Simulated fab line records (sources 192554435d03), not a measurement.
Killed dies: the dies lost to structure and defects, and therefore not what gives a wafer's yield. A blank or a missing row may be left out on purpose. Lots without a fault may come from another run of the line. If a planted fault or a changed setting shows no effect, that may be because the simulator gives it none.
Lot-split experiment :: flow n5Finfet :: 7 lots, 21 wafers read, on a route of 1938 steps

THE SPLIT
At N5_HKMG_FIN_HK_ALD_01 (deposits HfO2, target thk 1.6 nm, pulse time 3 s, purge time 3 s), the setting aldCycles was moved away from the recipe's 30 on 9 of the 21 wafers read, by -16.7% to +10.0%. For the rest of the wafers, this setting stayed at what the recipe calls for.

FROM THE SPLIT TO THE READING: what the file shows between them, 3 steps
- N5_HKMG_FIN_DEVELOP_48: develop time 30 s (also split here: developTimeS)
- N5_HKMG_FIN_WET_ETCH_82: etches La2O3 in dHCl, stops on HfO2, target depth 2 nm, rinse time 30 s
- N5_HKMG_FIN_ALD_36: deposits TiN, target thk 1 nm, pulse time 1 s, purge time 3 s

THE READING
HK_THK, in nm, at N5_HKMG_FIN_THK_MEAS_70 (measures by xrf). Typical for fault-free wafers on this fab line: 1.573 nm, with standard deviation 0.018 nm.

wafer: L075.1
tool, chamber at the split: aldHk-02, 0,2
aldCycles as run: 25
against the recipe: -16.7%
HK_THK, nm: 1.282
against lot-mates on the recipe: -0.241

wafer: L075.3
tool, chamber at the split: aldHk-02, 0,2
aldCycles as run: 25
against the recipe: -16.7%
HK_THK, nm: 1.288
against lot-mates on the recipe: -0.235

wafer: L075.5
tool, chamber at the split: aldHk-02, 3
aldCycles as run: 30
against the recipe: recipe
HK_THK, nm: 1.523
against lot-mates on the recipe: -

wafer: L081.4
tool, chamber at the split: aldHk-01, 0,3,0
aldCycles as run: 30
against the recipe: recipe
HK_THK, nm: 1.577
against lot-mates on the recipe: -

wafer: L081.5
tool, chamber at the split: aldHk-01, 0,3,0
aldCycles as run: 30
against the recipe: recipe
HK_THK, nm: 1.578
against lot-mates on the recipe: -

wafer: L081.6
tool, chamber at the split: aldHk-01, 0,3,0
aldCycles as run: 30
against the recipe: recipe
HK_THK, nm: 1.572
against lot-mates on the recipe: -

wafer: L082.1
tool, chamber at the split: aldHk-02, 3,0
aldCycles as run: 30
against the recipe: recipe
HK_THK, nm: 1.551
against lot-mates on the recipe: -

wafer: L082.4
tool, chamber at the split: aldHk-02, 0
aldCycles as run: 33
against the recipe: +10.0%
HK_THK, nm: 1.729
against lot-mates on the recipe: +0.183

wafer: L082.5
tool, chamber at the split: aldHk-02, 3,0
aldCycles as run: 30
against the recipe: recipe
HK_THK, nm: 1.542
against lot-mates on the recipe: -

wafer: L085.2
tool, chamber at the split: aldHk-03, 3,0
aldCycles as run: 33
against the recipe: +10.0%
HK_THK, nm: 1.759
against lot-mates on the recipe: +0.169

wafer: L085.4
tool, chamber at the split: aldHk-03, 3,0
aldCycles as run: 33
against the recipe: +10.0%
HK_THK, nm: 1.751
against lot-mates on the recipe: +0.161

wafer: L085.6
tool, chamber at the split: aldHk-03, 3
aldCycles as run: 30
against the recipe: recipe
HK_THK, nm: 1.590
against lot-mates on the recipe: -

wafer: L086.4
tool, chamber at the split: aldHk-03, 3,2
aldCycles as run: 27
against the recipe: -10.0%
HK_THK, nm: 1.458
against lot-mates on the recipe: -0.132

wafer: L086.5
tool, chamber at the split: aldHk-03, 3
aldCycles as run: 30
against the recipe: recipe
HK_THK, nm: 1.590
against lot-mates on the recipe: -

wafer: L086.6
tool, chamber at the split: aldHk-03, 3,2
aldCycles as run: 27
against the recipe: -10.0%
HK_THK, nm: 1.427
against lot-mates on the recipe: -0.163

wafer: L089.4
tool, chamber at the split: aldHk-01, 0
aldCycles as run: 30
against the recipe: recipe
HK_THK, nm: 1.577
against lot-mates on the recipe: -

wafer: L089.5
tool, chamber at the split: aldHk-01, 0,1
aldCycles as run: 32
against the recipe: +6.7%
HK_THK, nm: 1.673
against lot-mates on the recipe: +0.096

wafer: L089.6
tool, chamber at the split: aldHk-01, 0,1
aldCycles as run: 32
against the recipe: +6.7%
HK_THK, nm: 1.689
against lot-mates on the recipe: +0.112

wafer: L097.1
tool, chamber at the split: aldHk-02, 1,2,3
aldCycles as run: 30
against the recipe: recipe
HK_THK, nm: 1.550
against lot-mates on the recipe: -

wafer: L097.2
tool, chamber at the split: aldHk-02, 1,2,3
aldCycles as run: 30
against the recipe: recipe
HK_THK, nm: 1.563
against lot-mates on the recipe: -

wafer: L097.3
tool, chamber at the split: aldHk-02, 1,2,3
aldCycles as run: 30
against the recipe: recipe
HK_THK, nm: 1.555
against lot-mates on the recipe: -
If several chambers appear in one row, that row covers several wafers at once and the file leaves open which wafer was in which chamber.

THE FIT
A straight line over all 21 wafers: HK_THK changes by +0.0165 nm for each +1% of aldCycles; r = +0.98; the points scatter about the line by 0.022 nm.
The same after taking each lot's own level away (the mean of its wafers on the recipe; 21 wafers): +0.0152 nm for each +1%; r = +1.00; scatter 0.011 nm.
Per that fit: largest aldCycles move, reading shift of 0.25 nm.
Across the lots, their own levels run from 1.5230 to 1.5900 nm, a range of 3.7 times the standard deviation given above.
The two slopes are in agreement: the lot-to-lot level therefore moves the slope only a little.
Check: for one of the wafers moved furthest among these (-16.7%), held out of the fit, the line's prediction against its lot-mates is -0.252 nm. Against them it came out at -0.241 nm.

THE OTHER SPLITS THESE WAFERS WENT THROUGH
These wafers also went through other splits before the reading. Each is held against what the fit with the lots' levels taken away leaves over:
other split on the same wafers: N5_SD_EPI_N_DESCUM_14 timeS
wafers away from the commonest value: 9
r with HK_THK (lot level and that fit taken away): -0.02

other split on the same wafers: N5_SDB_COAT_05 spinRpm
wafers away from the commonest value: 9
r with HK_THK (lot level and that fit taken away): -0.21

other split on the same wafers: N5_SDB_EXPOSE_08 doseMj
wafers away from the commonest value: 8
r with HK_THK (lot level and that fit taken away): +0.20

other split on the same wafers: N5_HKMG_FIN_DEVELOP_48 developTimeS
wafers away from the commonest value: 7
r with HK_THK (lot level and that fit taken away): +0.25

FILE'S OWN FIT
HK_THK changes by +0.0154 nm for each +1% of aldCycles, r = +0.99.
